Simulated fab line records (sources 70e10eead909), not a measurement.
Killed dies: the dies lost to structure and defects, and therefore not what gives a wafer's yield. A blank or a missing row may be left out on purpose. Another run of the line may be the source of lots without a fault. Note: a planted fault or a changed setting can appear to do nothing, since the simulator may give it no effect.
What tool caused it? || flow nand-harc || Sampling: 12 lots, 36 wafers, 5 of 1302 route steps

## WHAT THE GAUGES READ, wafer by wafer
NHARC_P_M1_CD_MEAS_09: target cd 130 nm.
{"lot": "L925", "measured": "day 6 08:20", "on": "cd-sem-01", "cd-nm (nm)": "129.9 130.4 130.4"}
{"lot": "L924", "measured": "day 6 09:07", "on": "cd-sem-01", "cd-nm (nm)": "129.6 130.3 130.5"}
{"lot": "L926", "measured": "day 6 22:43", "on": "cd-sem-01", "cd-nm (nm)": "130.1 129.5 129.8"}
{"lot": "L931", "measured": "day 9 04:42", "on": "cd-sem-03", "cd-nm (nm)": "129.5 129.4 129.3"}
{"lot": "L932", "measured": "day 9 19:35", "on": "cd-sem-03", "cd-nm (nm)": "130.2 129.2 130.2"}
{"lot": "L935", "measured": "day 10 23:03", "on": "cd-sem-01", "cd-nm (nm)": "130.9 130.6 131.6"}
{"lot": "L937", "measured": "day 12 08:52", "on": "cd-sem-02", "cd-nm (nm)": "130.4 130.5 130.5"}
{"lot": "L939", "measured": "day 12 09:23", "on": "cd-sem-01", "cd-nm (nm)": "130.2 129.9 130.1"}
{"lot": "L943", "measured": "day 14 01:31", "on": "cd-sem-03", "cd-nm (nm)": "131.2 131.2 131.8"}
{"lot": "L944", "measured": "day 14 13:28", "on": "cd-sem-01", "cd-nm (nm)": "129.9 130.9 129.6"}
{"lot": "L945", "measured": "day 14 21:25", "on": "cd-sem-01", "cd-nm (nm)": "131.3 130.5 131.9"}
{"lot": "L946", "measured": "day 15 11:19", "on": "cd-sem-03", "cd-nm (nm)": "131.5 130.7 131.0"}

NHARC_P_M1_OVL_MEAS_10: pitch 260 nm.
{"lot": "L925", "measured": "day 6 08:26", "on": "overlay-02", "overlay-x-nm (nm)": "0.0 0.3 0.5", "overlay-y-nm (nm)": "-1.8 -1.9 -1.4"}
{"lot": "L924", "measured": "day 6 09:13", "on": "overlay-01", "overlay-x-nm (nm)": "0.2 0.1 -0.1", "overlay-y-nm (nm)": "0.6 0.0 -0.1"}
{"lot": "L926", "measured": "day 6 22:48", "on": "overlay-01", "overlay-x-nm (nm)": "1.5 1.5 1.4", "overlay-y-nm (nm)": "0.3 1.1 0.5"}
{"lot": "L931", "measured": "day 9 04:47", "on": "overlay-01", "overlay-x-nm (nm)": "0.5 0.7 0.3", "overlay-y-nm (nm)": "-0.5 -1.1 -0.3"}
{"lot": "L932", "measured": "day 9 19:41", "on": "overlay-01", "overlay-x-nm (nm)": "-0.2 -0.2 -0.5", "overlay-y-nm (nm)": "1.2 1.3 0.6"}
{"lot": "L935", "measured": "day 10 23:08", "on": "overlay-02", "overlay-x-nm (nm)": "-0.3 -0.1 -0.8", "overlay-y-nm (nm)": "0.1 0.3 0.1"}
{"lot": "L937", "measured": "day 12 08:56", "on": "overlay-01", "overlay-x-nm (nm)": "-0.1 -0.2 -0.1", "overlay-y-nm (nm)": "0.7 0.7 0.8"}
{"lot": "L939", "measured": "day 12 09:29", "on": "overlay-01", "overlay-x-nm (nm)": "0.5 1.2 0.8", "overlay-y-nm (nm)": "0.0 -0.1 0.4"}
{"lot": "L943", "measured": "day 14 01:36", "on": "overlay-02", "overlay-x-nm (nm)": "1.1 1.6 1.8", "overlay-y-nm (nm)": "-0.4 -0.2 -0.5"}
{"lot": "L944", "measured": "day 14 13:33", "on": "overlay-02", "overlay-x-nm (nm)": "-0.7 -0.9 -1.1", "overlay-y-nm (nm)": "-0.3 -0.5 -0.1"}
{"lot": "L945", "measured": "day 14 21:29", "on": "overlay-01", "overlay-x-nm (nm)": "-1.0 -1.3 -0.9", "overlay-y-nm (nm)": "-0.6 -1.0 -1.2"}
{"lot": "L946", "measured": "day 15 11:25", "on": "overlay-02", "overlay-x-nm (nm)": "-0.9 -0.3 -0.8", "overlay-y-nm (nm)": "-0.6 -0.7 -0.5"}

NHARC_END_SORT_01.
{"lot": "L937", "measured": "day 30 16:30", "on": "prober-01", "defect-limited-yield (%)": "0 0 0", "killed-at-array": "72 81 84", "killed-at-other": "0 0 0", "killed-at-periphery": "605 596 593", "killed-dies": "677 677 677", "killed-open": "3 1 9", "killed-short": "5 5 1"}
{"lot": "L939", "measured": "day 30 04:23", "on": "prober-01", "defect-limited-yield (%)": "0 0 0", "killed-at-array": "60 65 54", "killed-at-other": "0 0 1", "killed-at-periphery": "617 612 622", "killed-dies": "677 677 677", "killed-open": "2 5 1", "killed-short": "4 2 1"}

## WHICH TOOL RAN EACH LOT (tool, then ch and the chambers of the sampled wafers, then the start)
{"lot": "L925", "NHARC_P_M1_ETCH_35": "rie-diel-11 ch 1,3, day 6 08:37", "NHARC_P_M1_ETCH_15": "rie-diel-11 ch 1,2, day 6 08:43"}
{"lot": "L924", "NHARC_P_M1_ETCH_35": "rie-diel-11 ch 0,1,2, day 6 09:25", "NHARC_P_M1_ETCH_15": "rie-diel-11 ch 1,2,3, day 6 09:30"}
{"lot": "L926", "NHARC_P_M1_ETCH_35": "rie-diel-11 ch 2,3, day 6 22:59", "NHARC_P_M1_ETCH_15": "rie-diel-11 ch 1,2,3, day 6 23:04"}
{"lot": "L931", "NHARC_P_M1_ETCH_35": "rie-diel-04 ch 2,3, day 9 04:58", "NHARC_P_M1_ETCH_15": "rie-diel-04 ch 2,3, day 9 05:04"}
{"lot": "L932", "NHARC_P_M1_ETCH_35": "rie-diel-04 ch 0,1,3, day 9 19:52", "NHARC_P_M1_ETCH_15": "rie-diel-04 ch 0,1,2, day 9 19:57"}
{"lot": "L935", "NHARC_P_M1_ETCH_35": "rie-diel-04 ch 1,2,3, day 10 23:20", "NHARC_P_M1_ETCH_15": "rie-diel-04 ch 0,2,3, day 10 23:26"}
{"lot": "L937", "NHARC_P_M1_ETCH_35": "rie-diel-04 ch 0,1,3, day 12 09:08", "NHARC_P_M1_ETCH_15": "rie-diel-04 ch 1,2,3, day 12 09:13"}
{"lot": "L939", "NHARC_P_M1_ETCH_35": "rie-diel-04 ch 2,3, day 12 09:42", "NHARC_P_M1_ETCH_15": "rie-diel-04 ch 0,2, day 12 09:48"}
{"lot": "L943", "NHARC_P_M1_ETCH_35": "rie-diel-11 ch 1,2, day 14 01:47", "NHARC_P_M1_ETCH_15": "rie-diel-11 ch 0,2,3, day 14 01:53"}
{"lot": "L944", "NHARC_P_M1_ETCH_35": "rie-diel-04 ch 0,1,2, day 14 13:44", "NHARC_P_M1_ETCH_15": "rie-diel-04 ch 1,2,3, day 14 13:49"}
{"lot": "L945", "NHARC_P_M1_ETCH_35": "rie-diel-11 ch 0,3, day 14 21:41", "NHARC_P_M1_ETCH_15": "rie-diel-11 ch 2,3, day 14 21:46"}
{"lot": "L946", "NHARC_P_M1_ETCH_35": "rie-diel-04 ch 0,2,3, day 15 11:35", "NHARC_P_M1_ETCH_15": "rie-diel-04 ch 0,3, day 15 11:41"}
- NHARC_P_M1_ETCH_35: etches the open film in N2/H2, target depth 40 nm, overetch 12 nm, time 43.94 s.
- NHARC_P_M1_ETCH_15: etches the open film in C4F8/Ar, target depth 182.5 nm, time 91.2 s.

## AS READ BY THE TOOLS THEMSELVES (means over the sampled wafers that have a number; for cases with no such wafer, the mark the record gives instead)
NHARC_P_M1_ETCH_35.
{"lot": "L925", "tool": "rie-diel-11", "bias-w (W)": 150.2, "chamber-pressure-mTorr (mTorr)": 30.021, "drypump-motor-current-A (A)": 5.7, "n2-flow-sccm (sccm)": 150.1, "oes-product-au (a.u.)": 1.002, "rf-vpp-V (V)": 434, "showerhead-plenum-p-Torr (Torr)": 2.20, "throttle-valve-pct (%)": 14.174}
{"lot": "L924", "tool": "rie-diel-11", "bias-w (W)": 149.8, "chamber-pressure-mTorr (mTorr)": 29.992, "drypump-motor-current-A (A)": 5.6, "n2-flow-sccm (sccm)": 149.5, "oes-product-au (a.u.)": 1.008, "rf-vpp-V (V)": 432, "showerhead-plenum-p-Torr (Torr)": 2.11, "throttle-valve-pct (%)": 14.167}
{"lot": "L926", "tool": "rie-diel-11", "bias-w (W)": 150.3, "chamber-pressure-mTorr (mTorr)": 30.009, "drypump-motor-current-A (A)": 5.7, "n2-flow-sccm (sccm)": 150.8, "oes-product-au (a.u.)": 0.991, "rf-vpp-V (V)": 434, "showerhead-plenum-p-Torr (Torr)": 2.15, "throttle-valve-pct (%)": 14.170}
{"lot": "L931", "tool": "rie-diel-04", "bias-w (W)": 150.3, "chamber-pressure-mTorr (mTorr)": 30.005, "drypump-motor-current-A (A)": 5.6, "n2-flow-sccm (sccm)": 150.0, "oes-product-au (a.u.)": 1.004, "rf-vpp-V (V)": 429, "showerhead-plenum-p-Torr (Torr)": 2.00, "throttle-valve-pct (%)": 14.182}
{"lot": "L932", "tool": "rie-diel-04", "bias-w (W)": 149.7, "chamber-pressure-mTorr (mTorr)": 30.009, "drypump-motor-current-A (A)": 5.8, "n2-flow-sccm (sccm)": 149.9, "oes-product-au (a.u.)": 1.001, "rf-vpp-V (V)": 429, "showerhead-plenum-p-Torr (Torr)": 1.94, "throttle-valve-pct (%)": 14.169}
{"lot": "L935", "tool": "rie-diel-04", "bias-w (W)": 149.9, "chamber-pressure-mTorr (mTorr)": 29.997, "drypump-motor-current-A (A)": 5.9, "n2-flow-sccm (sccm)": 149.9, "oes-product-au (a.u.)": 1.007, "rf-vpp-V (V)": 428, "showerhead-plenum-p-Torr (Torr)": 1.95, "throttle-valve-pct (%)": 14.172}
{"lot": "L937", "tool": "rie-diel-04", "bias-w (W)": 150.1, "chamber-pressure-mTorr (mTorr)": 29.975, "drypump-motor-current-A (A)": 5.8, "n2-flow-sccm (sccm)": 150.0, "oes-product-au (a.u.)": 1.003, "rf-vpp-V (V)": 429, "showerhead-plenum-p-Torr (Torr)": 1.94, "throttle-valve-pct (%)": 14.173}
{"lot": "L939", "tool": "rie-diel-04", "bias-w (W)": 149.6, "chamber-pressure-mTorr (mTorr)": 29.970, "drypump-motor-current-A (A)": 5.7, "n2-flow-sccm (sccm)": 150.2, "oes-product-au (a.u.)": 0.992, "rf-vpp-V (V)": 428, "showerhead-plenum-p-Torr (Torr)": 1.96, "throttle-valve-pct (%)": 14.172}
{"lot": "L943", "tool": "rie-diel-11", "bias-w (W)": 150.0, "chamber-pressure-mTorr (mTorr)": 29.993, "drypump-motor-current-A (A)": 5.4, "n2-flow-sccm (sccm)": 149.0, "oes-product-au (a.u.)": 0.997, "rf-vpp-V (V)": 433, "showerhead-plenum-p-Torr (Torr)": 2.10, "throttle-valve-pct (%)": 14.168}
{"lot": "L944", "tool": "rie-diel-04", "bias-w (W)": 149.9, "chamber-pressure-mTorr (mTorr)": 30.002, "drypump-motor-current-A (A)": 5.9, "n2-flow-sccm (sccm)": 150.1, "oes-product-au (a.u.)": 1.000, "rf-vpp-V (V)": 425, "showerhead-plenum-p-Torr (Torr)": 1.90, "throttle-valve-pct (%)": 14.165}
{"lot": "L945", "tool": "rie-diel-11", "bias-w (W)": 149.8, "chamber-pressure-mTorr (mTorr)": 30.002, "drypump-motor-current-A (A)": 5.7, "n2-flow-sccm (sccm)": 150.0, "oes-product-au (a.u.)": 0.986, "rf-vpp-V (V)": 432, "showerhead-plenum-p-Torr (Torr)": 2.09, "throttle-valve-pct (%)": 14.173}
{"lot": "L946", "tool": "rie-diel-04", "bias-w (W)": 150.2, "chamber-pressure-mTorr (mTorr)": 30.005, "drypump-motor-current-A (A)": 5.5, "n2-flow-sccm (sccm)": 149.9, "oes-product-au (a.u.)": 0.995, "rf-vpp-V (V)": 428, "showerhead-plenum-p-Torr (Torr)": 1.95, "throttle-valve-pct (%)": 14.169}

NHARC_P_M1_ETCH_15.
{"lot": "L925", "tool": "rie-diel-11", "bias-w (W)": 299.4, "chamber-pressure-mTorr (mTorr)": 25.008, "oes-product-au (a.u.)": 0.977, "rf-vpp-V (V)": 441}
{"lot": "L924", "tool": "rie-diel-11", "bias-w (W)": 299.1, "chamber-pressure-mTorr (mTorr)": 24.999, "oes-product-au (a.u.)": 0.976, "rf-vpp-V (V)": 444}
{"lot": "L926", "tool": "rie-diel-11", "bias-w (W)": 300.5, "chamber-pressure-mTorr (mTorr)": 25.002, "oes-product-au (a.u.)": 0.937, "rf-vpp-V (V)": 444}
{"lot": "L931", "tool": "rie-diel-04", "bias-w (W)": 299.9, "chamber-pressure-mTorr (mTorr)": 25.002, "oes-product-au (a.u.)": 0.971, "rf-vpp-V (V)": 438}
{"lot": "L932", "tool": "rie-diel-04", "bias-w (W)": 300.0, "chamber-pressure-mTorr (mTorr)": 24.999, "oes-product-au (a.u.)": 0.933, "rf-vpp-V (V)": 437}
{"lot": "L935", "tool": "rie-diel-04", "bias-w (W)": 300.1, "chamber-pressure-mTorr (mTorr)": 24.994, "oes-product-au (a.u.)": 0.944, "rf-vpp-V (V)": 439}
{"lot": "L937", "tool": "rie-diel-04", "bias-w (W)": "-", "chamber-pressure-mTorr (mTorr)": "-", "oes-product-au (a.u.)": "-", "rf-vpp-V (V)": "-"}
{"lot": "L939", "tool": "rie-diel-04", "bias-w (W)": "-", "chamber-pressure-mTorr (mTorr)": "-", "oes-product-au (a.u.)": "-", "rf-vpp-V (V)": "-"}
{"lot": "L943", "tool": "rie-diel-11", "bias-w (W)": 298.7, "chamber-pressure-mTorr (mTorr)": 24.991, "oes-product-au (a.u.)": 0.919, "rf-vpp-V (V)": 443}
{"lot": "L944", "tool": "rie-diel-04", "bias-w (W)": 300.2, "chamber-pressure-mTorr (mTorr)": 25.002, "oes-product-au (a.u.)": 0.930, "rf-vpp-V (V)": 439}
{"lot": "L945", "tool": "rie-diel-11", "bias-w (W)": 299.4, "chamber-pressure-mTorr (mTorr)": 24.990, "oes-product-au (a.u.)": 0.975, "rf-vpp-V (V)": 443}
{"lot": "L946", "tool": "rie-diel-04", "bias-w (W)": 300.4, "chamber-pressure-mTorr (mTorr)": 25.009, "oes-product-au (a.u.)": 0.961, "rf-vpp-V (V)": 438}

## THE ANSWER, worked out from the rows above alone
Rule: what is usual is taken from the lots themselves. Put in order of their means at a reading, lots are off if they are a third of the lots or fewer, leave a main group of 4 or more, and stand apart from it by a gap of 3 or more times the standard deviation of the main group's means; of several such gaps the widest counts. Not used: any main group whose means are identical at the precision the tables above print for the reading. Also off: a lot with no number at a reading for which 4 or more lots have one. The other lots that the step has rows for count as sound. First the gauges in route order, then the tools' own readings, where a lot's mean is used as printed above. At the first step where some lot is off, the reading lying furthest off is the one used; lots without a number count as furthest.
Off, at NHARC_P_M1_ETCH_15 on bias-w: L937, L939. Without a number there: L937, L939. The main group has a mean of 299.8 W with a standard deviation of 0.56.
A tool fits if, at that step or a process step before it, it ran every lot that is off, and no sound lot after the first of them. Not one of the candidates tried fits.

## WHAT THE SIMULATOR HAD PUT IN
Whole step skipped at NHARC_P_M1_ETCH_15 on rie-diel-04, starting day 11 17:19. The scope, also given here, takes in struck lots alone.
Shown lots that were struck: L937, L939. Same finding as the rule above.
